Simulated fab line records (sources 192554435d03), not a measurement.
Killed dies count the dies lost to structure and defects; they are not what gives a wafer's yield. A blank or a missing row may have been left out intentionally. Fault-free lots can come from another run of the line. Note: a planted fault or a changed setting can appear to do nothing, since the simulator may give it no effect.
fab line records	flow n5-finfet
record lots=11	wafers=33	last-day=16
route steps=1938 shown BEOL_M10@1528 TV_OPEN@1887 PASSIVATION@1908
lots untouched by any fault: they come from a run of this same line in which no faults occurred
start-h: hours from the record's first day to the start of the lot's first wafer shown	wait-h: time in hours since the lot's previous step	" unchanged from the row above	L1.1+2: one row covering several wafers at once	- no value, or no start given	* or withheld: withheld	< > ~ a bound
route shown NAME@n: a module of which the file shows steps, and the number in the route of the first	usual: the fault-free wafers' mean and standard deviation	same: alike in all rows	chamber/n: place in a boat	sites: readings site by site	_std_site: the standard deviation of these	_edge_site: the outer-site mean with the inner-site mean subtracted	radius-mm: how far each site lies from the wafer's centre	mask NAME#n: copy n	behind: the last tool/chamber to shape the wafer	hold: why the lot was held/for how many hours/how that ended	device: which transistor (n, p or np) failed to switch	end of line: tests of these same wafers at the route's end	where a step has no rows: the recipe by itself	killed: count of dies lost to structure and defects at first sort (not the wafer's yield)	map: dies across one wafer; x = killed, . = not, _ = none there
set.NAME: the run value of the setting; set.NAME@STEP: its run value at that earlier step	model.NAME: the simulator's own value behind a step, which no gauge read
one table for each step of the route and one row for each wafer, over a sample of lots
services: the hour from which a tool's chamber was out of use, counted from the record's first day as start-h (under 0 if before that day), plus the number of hours and why
## steps
# step N5_BEOL_M10_ECD_50
# recipe material=Cu	target-thk-a=3180
lot.wafer	tool	chamber	start-h	wait-h
L101.1+4+6	ecd-cu-01	1	217.96	0.1
L102.2+3+5	ecd-cu-02	1,1,0	243.23	0.1
L103.1+2+5	ecd-cu-02	1,0,0	251.62	0.1
L108.2+3+4	ecd-cu-01	0,1,0	274.54	0.1
L109.1+2+3	ecd-cu-02	1,0,0	274.62	0.1
L111.1+2+4	ecd-cu-01	1,0,0	295.94	0.1
L112.1+5+6	ecd-cu-01	1,0,1	298.94	0.1
L114.2+5+6	ecd-cu-01	0,0,1	313.95	0.1
L117.1+2+4	ecd-cu-02	1,0,0	317.64	0.1
L116.1+2+6	ecd-cu-01	1,0,1	317.72	0.1
L118.2+5+6	ecd-cu-01	1,1,0	327.85	0.1
# step N5_PASSIVATION_PASS_ETCH_74
# recipe chemistry=CF4/O2	target=SiNx	target-depth-a=2200	time-s=110	ion-energy-ev=100	pressure-mtorr=40	source-w=535	bias-w=49	Ar_flow_sccm=100	cf4-flow-sccm=100	O2_flow_sccm=10
# usual drypump-motor-current-A=5.5/0.43	oes-product-au=0.81/0.098	rf-vpp-V=239/4.1	showerhead-plenum-p-Torr=2.23/0.07	throttle-valve-pct=15.93/0.29
lot.wafer	tool	chamber	start-h	wait-h	drypump-motor-current-A	oes-product-au	rf-hours-counter-h	rf-vpp-V	showerhead-plenum-p-Torr	throttle-valve-pct
L101.1	rie-diel-01	1	254.40	0.0	5.9	0.96	22	244	2.16	15.44
L101.4	"	2	"	"	5.4	0.70	201	235	2.18	16.18
L101.6	"	0	"	"	5.3	0.82	-	240	2.31	15.96
L102.2	rie-diel-01	3	282.33	0.0	5.7	0.69	225	233	2.27	16.11
L102.3	"	2	"	"	5.4	0.69	210	235	2.18	16.21
L102.5	"	2	"	"	5.5	0.70	-	236	2.18	16.21
L103.1	rie-diel-02	0	301.10	0.0	6.5	0.89	27	232	2.24	15.41
L103.2	"	1	"	"	5.6	0.71	195	239	2.29	16.29
L103.5	"	2	"	"	5.1	0.67	-	247	2.18	15.99
L109.1	rie-diel-02	3	313.52	0.0	5.0	0.81	86	236	2.15	16.12
L109.2	"	1	"	"	5.6	0.71	199	238	2.29	16.27
L109.3	"	0	"	"	6.5	0.88	31	231	2.24	15.42
L108.2	rie-diel-01	1	314.03	0.0	5.9	0.91	40	243	2.15	15.50
L108.3	"	0	"	"	5.3	0.81	118	241	2.30	15.97
L108.4	"	3	"	"	5.7	0.68	235	234	2.27	16.12
L111.1	rie-diel-01	2	336.86	0.0	5.4	0.68	226	234	2.18	16.23
L111.2	"	0	"	"	5.3	0.79	125	241	2.30	16.01
L111.4	"	3	"	"	5.7	0.68	241	233	2.27	16.14
L112.1	rie-diel-02	3	340.61	0.0	5.0	0.82	95	236	2.15	16.14
L112.5	"	3	"	"	5.0	0.81	-	236	2.15	16.13
L112.6	"	2	"	"	5.1	0.98	-	247	2.17	15.52
L114.2	rie-diel-01	0	353.47	0.0	5.3	0.80	131	242	2.30	16.00
L114.5	"	0	"	"	5.3	0.79	-	241	2.30	16.01
L114.6	"	3	"	"	5.7	0.68	-	233	2.27	16.17
L116.1	rie-diel-04	3	363.19	0.0	5.9	0.94	12	243	2.34	16.03
L116.2	"	2	"	"	4.7	0.82	79	239	2.33	15.93
L116.6	"	0	"	"	5.4	0.86	-	242	2.15	15.82
L117.1	rie-diel-01	0	367.40	0.0	5.3	0.79	135	242	2.29	16.00
L117.2	"	1	"	"	6.0	0.89	57	244	2.14	15.51
L117.4	"	1	"	"	6.0	0.89	-	243	2.14	15.51
L118.2	rie-diel-01	1	375.87	0.0	6.0	0.88	61	245	2.14	15.53
L118.5	"	0	"	"	5.3	0.78	-	240	2.29	16.03
L118.6	"	2	"	"	5.4	0.67	-	236	2.17	16.25
# step N5_PASSIVATION_DESCUM_32
# recipe chemistry=O2	time-s=7.9	source-power-w=50	bias-power-w=20	pressure-mtorr=20	rf-frequency-hz=2.712e+07	temp-c=40	o2-flow-sccm=225
# usual drypump-motor-current-A=5.6/0.4	oes-product-au=0.80/0.094	rf-vpp-V=243.0/1.4	showerhead-plenum-p-Torr=2.08/0.076	throttle-valve-pct=20.41/0.18
lot.wafer	tool	chamber	start-h	wait-h	drypump-motor-current-A	oes-product-au	rf-hours-counter-h	rf-vpp-V	showerhead-plenum-p-Torr	throttle-valve-pct
L101.1	rie-diel-03	0	256.13	0.1	6.1	0.78	128	241.7	2.03	20.58
L101.4	"	1	"	"	5.3	0.91	36	243.7	2.16	20.62
L101.6	"	2	"	"	6.2	0.71	-	241.2	2.00	20.54
L102.2	rie-diel-05	1	284.03	0.2	5.2	0.70	225	242.2	2.07	20.50
L102.3	"	0	"	"	5.7	0.68	229	243.3	2.06	20.52
L102.5	"	2	"	"	5.6	0.72	-	243.5	2.16	20.15
L103.1	rie-diel-06	2	302.62	0.0	5.7	0.86	44	244.7	2.22	20.24
L103.2	"	0	"	"	5.1	0.91	19	244.7	2.16	20.47
L103.5	"	1	"	"	5.4	0.72	-	244.8	2.07	20.16
L109.1	rie-diel-05	2	314.96	0.0	5.7	0.72	233	244.5	2.16	20.16
L109.2	"	3	"	"	5.2	0.83	62	242.6	2.03	20.53
L109.3	"	1	"	"	5.2	0.68	234	243.2	2.06	20.52
L108.2	rie-diel-05	2	316.34	0.1	5.7	0.71	234	245.3	2.16	20.15
L108.3	"	1	"	"	5.2	0.68	235	244.3	2.06	20.51
L108.4	"	3	"	"	5.2	0.83	63	244.0	2.03	20.56
L111.1	rie-diel-06	2	338.24	0.0	5.6	0.84	57	244.6	2.22	20.28
L111.2	"	1	"	"	5.4	0.71	196	242.5	2.06	20.21
L111.4	"	3	"	"	6.4	0.97	0	244.2	2.24	20.08
L112.1	rie-diel-05	3	342.81	0.3	5.2	0.83	72	241.0	2.03	20.58
L112.5	"	3	"	"	5.2	0.82	-	241.7	2.03	20.57
L112.6	"	2	"	"	5.7	0.70	-	245.1	2.15	20.19
L114.2	rie-diel-05	1	355.57	0.0	5.2	0.67	250	242.4	2.06	20.51
L114.5	"	1	"	"	5.2	0.68	-	242.5	2.06	20.53
L114.6	"	2	"	"	5.7	0.71	-	243.7	2.15	20.21
L116.1	rie-diel-05	3	364.91	0.0	5.2	0.82	82	243.3	2.02	20.59
L116.2	"	0	"	"	5.7	0.95	4	243.9	2.05	20.22
L116.6	"	3	"	"	5.2	0.81	-	242.8	2.02	20.58
L117.1	rie-diel-06	0	368.65	0.0	5.0	0.88	43	243.1	2.15	20.51
L117.2	"	1	"	"	5.4	0.71	207	243.0	2.06	20.21
L117.4	"	3	"	"	6.4	0.92	10	244.9	2.23	20.09
L118.2	rie-diel-06	1	377.42	0.0	5.4	0.71	210	242.4	2.06	20.22
L118.5	"	2	"	"	5.7	0.83	-	244.2	2.21	20.28
L118.6	"	3	"	"	6.5	0.91	-	243.5	2.23	20.08
# step N5_PASSIVATION_ETCH_54
# recipe chemistry=CHF3/O2	target=SiO2	target-depth-a=8800	CHF3_flow_sccm=50	O2_flow_sccm=5	Ar_flow_sccm=200	time-s=440	mask-material=PR	pressure-mtorr=30	source-w=650	bias-w=170	ion-energy-ev=200
# usual drypump-motor-current-A=5.6/0.42	oes-product-au=0.81/0.092	rf-vpp-V=526/10	showerhead-plenum-p-Torr=2.40/0.078	throttle-valve-pct=18.74/0.17
lot.wafer	tool	chamber	start-h	wait-h	drypump-motor-current-A	oes-product-au	rf-hours-counter-h	rf-vpp-V	showerhead-plenum-p-Torr	throttle-valve-pct
L101.1	rie-diel-05	1	258.23	0.1	5.2	0.70	216	522	2.38	18.89
L101.4	"	0	"	"	5.7	0.70	219	508	2.38	18.93
L101.6	"	3	"	"	5.2	0.86	-	533	2.36	18.92
L102.2	rie-diel-05	2	286.17	0.1	5.7	0.72	224	540	2.49	18.61
L102.3	"	3	"	"	5.2	0.85	51	532	2.36	18.94
L102.5	"	3	"	"	5.2	0.85	-	533	2.36	18.94
L103.1	rie-diel-06	0	304.95	0.1	5.0	0.92	20	538	2.46	18.64
L103.2	"	2	"	"	5.7	0.87	45	516	2.54	18.53
L103.5	"	0	"	"	5.0	0.91	-	537	2.46	18.66
L109.1	rie-diel-05	0	317.27	0.1	5.7	0.68	241	507	2.37	18.97
L109.2	"	3	"	"	5.2	0.83	63	533	2.35	18.95
L109.3	"	2	"	"	5.7	0.71	235	539	2.49	18.61
L108.2	rie-diel-03	2	318.74	0.1	6.1	0.71	220	521	2.29	18.90
L108.3	"	0	"	"	6.1	0.76	152	519	2.32	18.91
L108.4	"	3	"	"	5.6	0.83	90	528	2.34	18.79
L111.1	rie-diel-06	1	340.24	0.1	5.4	0.72	196	518	2.38	18.58
L111.2	"	3	"	"	6.4	0.96	1	532	2.57	18.47
L111.4	"	0	"	"	5.0	0.90	33	536	2.45	18.67
L112.1	rie-diel-06	3	345.41	0.1	6.4	0.94	3	531	2.57	18.47
L112.5	"	1	"	"	5.4	0.72	-	520	2.38	18.59
L112.6	"	2	"	"	5.6	0.84	-	516	2.53	18.56
L114.2	rie-diel-05	2	357.70	0.1	5.6	0.70	250	541	2.48	18.63
L114.5	"	3	"	"	5.2	0.82	-	532	2.35	18.99
L114.6	"	0	"	"	5.7	0.99	-	506	2.37	18.58
L116.1	rie-diel-05	2	367.26	0.1	5.6	0.70	255	538	2.48	18.66
L116.2	"	3	"	"	5.2	0.82	83	532	2.34	19.00
L116.6	"	0	"	"	5.7	0.96	-	505	2.37	18.58
L117.1	rie-diel-06	1	370.65	0.1	5.4	0.72	207	521	2.38	18.60
L117.2	"	0	"	"	5.0	0.87	44	538	2.45	18.70
L117.4	"	3	"	"	6.4	0.91	10	531	2.57	18.49
L118.2	rie-diel-05	1	379.82	0.1	5.2	0.99	0	522	2.37	18.58
L118.5	"	0	"	"	5.7	0.94	-	506	2.37	18.61
L118.6	"	3	"	"	5.2	0.80	-	531	2.34	19.01
# step N5_PASSIVATION_PROBE_49
# usual defect-limited-yield=91.3/1.5	killed_at_M0_to_M3=34/11	killed_at_M4_up=14/6.1	killed-at-contacts=12/5.9	killed-at-front-end=39/11	killed-at-other=4/3.3	killed-dies=102/18	killed-on-rim=13/3.8	killed-open=67/13	killed-short=33/7.9	sort_bin_5_function=5.1/1	sort_bin_6_memory=3.3/0.7	sort_bin_8_speed=0.1/0.69	sort-n-pass=1077/19	sort-yield-pct=91.3/1.6
# same gross-dies=1180	killed-at-back-side=0	sort_bin_4_leakage[%]=0
lot.wafer	tool	chamber	start-h	wait-h	defect-limited-yield[%]	killed_at_M0_to_M3	killed_at_M4_up	killed-at-contacts	killed-at-front-end	killed-at-other	killed-dies	killed-on-rim	killed-open	killed-short	sort_bin_5_function[%]	sort_bin_6_memory[%]	sort_bin_8_speed[%]	sort-n-pass	sort-yield-pct[%]
L102.2	prober-02	-	289.01	0.1	92.6	32	19	9	27	0	87	9	58	28	4.1	3.2	0	1093	92.6
L102.3	prober-02	-	289.06	0.1	90.4	41	8	8	56	0	113	18	70	41	5.7	3.5	0	1067	90.4
L102.5	prober-02	-	289.16	0.2	90.4	51	9	9	34	10	113	17	78	35	5.0	4.3	0	1067	90.4
L111.1	prober-02	-	343.02	0.0	89.5	71	14	13	26	0	124	16	91	31	6.9	3.4	0	1056	89.5
L111.2	prober-02	-	343.07	0.1	90.0	43	18	22	35	0	118	15	80	37	5.2	4.7	0	1062	90.0
L111.4	prober-02	-	343.17	0.2	89.7	54	17	14	35	2	122	12	73	46	5.5	4.3	0	1058	89.7
L112.1	prober-02	-	348.20	0.0	91.5	23	11	12	45	9	100	12	64	35	5.3	2.9	0	1080	91.5
L112.5	prober-02	-	348.40	0.2	93.8	36	7	5	20	5	73	10	46	27	3.9	1.9	0	1107	93.8
L112.6	prober-02	-	348.45	0.3	92.3	25	21	3	35	7	91	4	58	30	5.1	2.6	0	1089	92.3
L114.2	prober-01	-	360.56	0.1	70.8	20	273	11	39	1	344	42	48	24	17.6	10.4	0	836	70.8
L114.5	prober-01	-	360.71	0.2	67.7	26	310	11	32	2	381	54	59	12	20.1	10.3	0	799	67.7
L114.6	prober-01	-	360.76	0.3	69.7	27	285	21	22	3	358	43	56	26	17.5	10.4	0	822	69.7
L116.1	prober-01	-	370.04	0.0	70.2	28	271	12	36	5	352	56	54	40	16.4	11.1	0	828	70.2
L116.2	prober-01	-	370.09	0.1	71.0	18	281	7	29	7	342	41	39	28	18.0	9.3	6.4	763	64.7
L116.6	prober-01	-	370.29	0.3	69.2	27	297	11	26	3	364	50	57	26	19.5	9.9	0	816	69.2
L117.1	prober-02	-	373.43	0.0	92.4	33	14	8	32	3	90	14	57	32	4.4	3.1	0	1090	92.4
L117.2	prober-02	-	373.48	0.1	93.5	20	10	17	30	0	77	10	47	20	3.4	2.3	0	1103	93.5
L117.4	prober-02	-	373.58	0.2	92.4	35	11	5	37	2	90	11	59	29	4.4	3.1	0	1090	92.4
L118.2	prober-01	-	382.66	0.1	68.1	36	289	13	30	9	377	48	62	37	19.0	11.1	0	803	68.1
L118.5	prober-01	-	382.81	0.2	69.8	40	283	3	28	2	356	41	58	26	18.0	10.8	0	824	69.8
L118.6	prober-01	-	382.86	0.3	68.0	34	311	2	29	2	378	52	45	31	19.9	10.3	0	802	68.0
# killed by level:class
L102.2 BEOL_M0_SAQP:geometric-particle:short=8 BEOL_M4:geometric-particle:open=8 MOL_CONTACT_COAG:geometric-particle:open=7 BEOL_M0_SAQP:geometric-particle:open=7 BEOL_M2:geometric-particle:open=7 BEOL_M3:geometric-particle:open=7 FIN_SAQP:geometric-particle:open=6 STI_FIN_REVEAL:geometric-particle:open=5
L102.3 STI_FIN_REVEAL:geometric-particle:open=21 BEOL_M0_SAQP:geometric-particle:short=13 BEOL_M3:geometric-particle:open=11 BEOL_M0_SAQP:geometric-particle:open=9 FIN_SAQP:geometric-particle:open=8 STI_FIN_REVEAL:geometric-particle:short=7 MOL_CONTACT_COAG:geometric-particle:open=6 FIN_SAQP:geometric-particle:short=5
L102.5 BEOL_M3:geometric-particle:open=16 BEOL_M0_SAQP:geometric-particle:open=10 FIN_SAQP:geometric-particle:open=8 MOL_CONTACT_COAG:geometric-particle:open=8 BEOL_M0_SAQP:geometric-particle:short=8 STI_FIN_REVEAL:geometric-particle:open=7 BEOL_M0:geometric-particle:open=5 FIN_SAQP:geometric-particle:short=4
L111.1 BEOL_M3:geometric-particle:open=22 MOL_CONTACT_COAG:geometric-particle:open=12 STI_FIN_REVEAL:geometric-particle:open=11 BEOL_M0_SAQP:geometric-particle:open=10 BEOL_M0_SAQP:geometric-particle:short=10 BEOL_M2:geometric-particle:short=9 BEOL_M2:geometric-particle:open=8 BEOL_M1:geometric-particle:open=7
L111.2 MOL_CONTACT_COAG:geometric-particle:open=19 STI_FIN_REVEAL:geometric-particle:open=11 BEOL_M0_SAQP:geometric-particle:short=10 BEOL_M0_SAQP:geometric-particle:open=7 BEOL_M1:geometric-particle:open=6 BEOL_M5:geometric-particle:open=6 FIN_SAQP:geometric-particle:open=5 BEOL_M1:geometric-particle:short=5
L111.4 BEOL_M0_SAQP:geometric-particle:short=14 MOL_CONTACT_COAG:geometric-particle:open=12 BEOL_M0_SAQP:geometric-particle:open=10 BEOL_M1:geometric-particle:open=8 BEOL_M3:geometric-particle:open=7 FIN_SAQP:geometric-particle:short=6 FIN_SAQP:geometric-particle:open=6 BEOL_M4:geometric-particle:open=6
L112.1 STI_FIN_REVEAL:geometric-particle:open=11 MOL_CONTACT_COAG:geometric-particle:open=9 FIN_SAQP:geometric-particle:short=8 BEOL_M4:geometric-particle:open=7 GATE_CUT:geometric-particle:short=6 BEOL_M0_SAQP:geometric-particle:short=6 STARTING-WAFER:geometric-particle:open=6 FIN_SAQP:geometric-particle:open=5
L112.5 BEOL_M3:geometric-particle:open=10 BEOL_M1:geometric-particle:open=7 GATE_CUT:geometric-particle:short=5 BEOL_M2:geometric-particle:open=5 MOL_CONTACT_COAG:geometric-particle:open=4 BEOL_M0_SAQP:geometric-particle:short=4 BEOL_M3:geometric-particle:short=4 STI_FIN_REVEAL:geometric-particle:open=3
L112.6 FIN_SAQP:geometric-particle:open=7 STI_FIN_REVEAL:geometric-particle:open=7 BEOL_M0_SAQP:geometric-particle:open=6 BEOL_M1:geometric-particle:open=6 BEOL_M4:geometric-particle:short=6 BEOL_M2:geometric-particle:open=5 BEOL_M4:geometric-particle:open=5 FIN_SAQP:geometric-particle:short=4
L114.2 BEOL_M10:unspecified=270 MOL_CONTACT_COAG:geometric-particle:open=9 DUMMY_GATE:geometric-particle:open=8 STI_FIN_REVEAL:geometric-particle:open=7 BEOL_M3:geometric-particle:open=7 GATE_CUT:geometric-particle:short=5 FIN_SAQP:geometric-particle:short=4 GATE_CUT:geometric-particle:open=4
L114.5 BEOL_M10:unspecified=306 BEOL_M3:geometric-particle:open=12 MOL_CONTACT_COAG:geometric-particle:open=10 DUMMY_GATE:geometric-particle:open=9 STI_FIN_REVEAL:geometric-particle:open=5 BEOL_M0_SAQP:geometric-particle:open=5 GATE_CUT:geometric-particle:short=4 GATE_CUT:geometric-particle:open=4
L114.6 BEOL_M10:unspecified=274 MOL_CONTACT_COAG:geometric-particle:open=18 BEOL_M3:geometric-particle:open=10 BEOL_M4:geometric-particle:open=5 STI_FIN_REVEAL:geometric-particle:open=4 DUMMY_GATE:geometric-particle:open=4 BEOL_M4:geometric-particle:short=4 GATE_CUT:geometric-particle:short=3
L116.1 BEOL_M10:unspecified=257 FIN_SAQP:geometric-particle:short=12 BEOL_M0_SAQP:geometric-particle:open=11 MOL_CONTACT_COAG:geometric-particle:open=7 BEOL_M0_SAQP:geometric-particle:short=7 FIN_SAQP:geometric-particle:open=5 DUMMY_GATE:geometric-particle:open=5 MOL_CONTACT_COAG:geometric-particle:short=5
L116.2 BEOL_M10:unspecified=269 STI_FIN_REVEAL:geometric-particle:open=6 MOL_CONTACT_COAG:geometric-particle:open=6 BEOL_M5:geometric-particle:open=6 FIN_SAQP:geometric-particle:short=5 BEOL_M0_SAQP:geometric-particle:short=5 STARTING-WAFER:geometric-particle:short=4 FIN_SAQP:geometric-particle:open=3
L116.6 BEOL_M10:unspecified=279 MOL_CONTACT_COAG:geometric-particle:open=10 FIN_SAQP:geometric-particle:short=8 BEOL_M1:geometric-particle:open=6 FIN_SAQP:geometric-particle:open=5 BEOL_M0_SAQP:geometric-particle:open=5 BEOL_M0_SAQP:geometric-particle:short=4 BEOL_M0:geometric-particle:open=4
L117.1 BEOL_M0_SAQP:geometric-particle:short=12 FIN_SAQP:geometric-particle:short=9 MOL_CONTACT_COAG:geometric-particle:open=8 BEOL_M3:geometric-particle:open=8 FIN_SAQP:geometric-particle:open=7 BEOL_M0_SAQP:geometric-particle:open=7 STI_FIN_REVEAL:geometric-particle:open=6 BEOL_M4:geometric-particle:open=4
L117.2 MOL_CONTACT_COAG:geometric-particle:open=11 FIN_SAQP:geometric-particle:open=7 BEOL_M4:geometric-particle:open=7 HKMG_FIN:area-etch=6 MOL_CONTACT_COAG:geometric-particle:short=5 BEOL_M0_SAQP:geometric-particle:short=5 FIN_SAQP:geometric-particle:short=4 BEOL_M0_SAQP:geometric-particle:open=4
L117.4 FIN_SAQP:geometric-particle:open=17 BEOL_M0_SAQP:geometric-particle:open=9 FIN_SAQP:geometric-particle:short=8 BEOL_M3:geometric-particle:open=7 BEOL_M0:geometric-particle:open=6 BEOL_M4:geometric-particle:open=6 MOL_CONTACT_COAG:geometric-particle:open=5 BEOL_M0_SAQP:geometric-particle:short=5
L118.2 BEOL_M10:unspecified=278 MOL_CONTACT_COAG:geometric-particle:open=12 BEOL_M2:geometric-particle:open=10 BEOL_M2:geometric-particle:short=9 BEOL_M3:geometric-particle:open=8 BEOL_M4:geometric-particle:open=7 PASS1_CAP:geometric-particle:short=6 FIN_SAQP:geometric-particle:short=4
L118.5 BEOL_M10:unspecified=271 BEOL_M1:geometric-particle:open=9 BEOL_M0_SAQP:geometric-particle:short=7 BEOL_M3:geometric-particle:open=7 FIN_SAQP:geometric-particle:open=6 STI_FIN_REVEAL:geometric-particle:open=6 BEOL_M2:geometric-particle:short=6 BEOL_M4:geometric-particle:open=6
L118.6 BEOL_M10:unspecified=297 BEOL_M2:geometric-particle:open=9 FIN_SAQP:geometric-particle:short=7 BEOL_M0_SAQP:geometric-particle:short=7 STI_FIN_REVEAL:geometric-particle:open=6 BEOL_M3:geometric-particle:open=6 FIN_SAQP:geometric-particle:open=5 BEOL_M0_SAQP:geometric-particle:open=4
## services
tool	chamber	start-h	hours	kind
rie-diel-03	0	223.19	7.0	repair
rie-diel-02	0	227.10	2.8	repair
rie-diel-06	3	249.82	7.8	repair
rie-diel-02	1	264.14	12.0	repair
rie-diel-06	1	268.25	3.5	repair
rie-diel-05	1	280.42	2.5	repair
ecd-cu-01	-	308.70	1.0	repair
ecd-cu-02	-	340.70	1.5	repair
rie-diel-05	0	343.60	-	clean
rie-diel-05	0	343.60	-	consumable-replace:focus-ring
rie-diel-05	0	343.60	13.6	scheduled-down
rie-diel-05	0	343.60	13.6	vent-cycle
rie-diel-05	1	357.20	-	clean
rie-diel-05	1	357.20	-	consumable-replace:focus-ring
rie-diel-05	1	357.20	21.8	scheduled-down
rie-diel-05	1	357.20	21.8	vent-cycle
ecd-cu-01	-	359.78	2.6	repair
ecd-cu-01	-	367.65	0.5	repair
rie-diel-04	-	374.53	0.4	repair
ecd-cu-01	-	375.58	1.9	repair
ecd-cu-01	-	377.58	1.2	repair
rie-diel-05	2	379.05	-	clean
rie-diel-05	2	379.05	-	consumable-replace:focus-ring
rie-diel-05	2	379.05	15.6	scheduled-down
## key
first-sign step=N5_PASSIVATION_PROBE_49	reading=killed_at_M4_up	direction=up	sigmas=45	usual=14	struck=289
effect step=N5_PASSIVATION_PROBE_49	reading=defect-limited-yield	direction=down	sigmas=15	usual=91.3	struck=69.4
more-kills-born-at N5_BEOL_M10_ECD_50@ecd-cu-01=2501
met-at N5_BEOL_M10_ECD_50
struck-lots L114,L116,L118
not-acting-at N5_PASSIVATION_PASS_ETCH_74,N5_PASSIVATION_DESCUM_32,N5_PASSIVATION_ETCH_54
onset-between 298.94 313.95
fault kind=chamber-particle-source	tool=ecd-cu-01	chamber=-	onset-h=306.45	steps=N5_BEOL_M10_ECD_50	rate-per-visit-cm2=0.49911	end-h=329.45
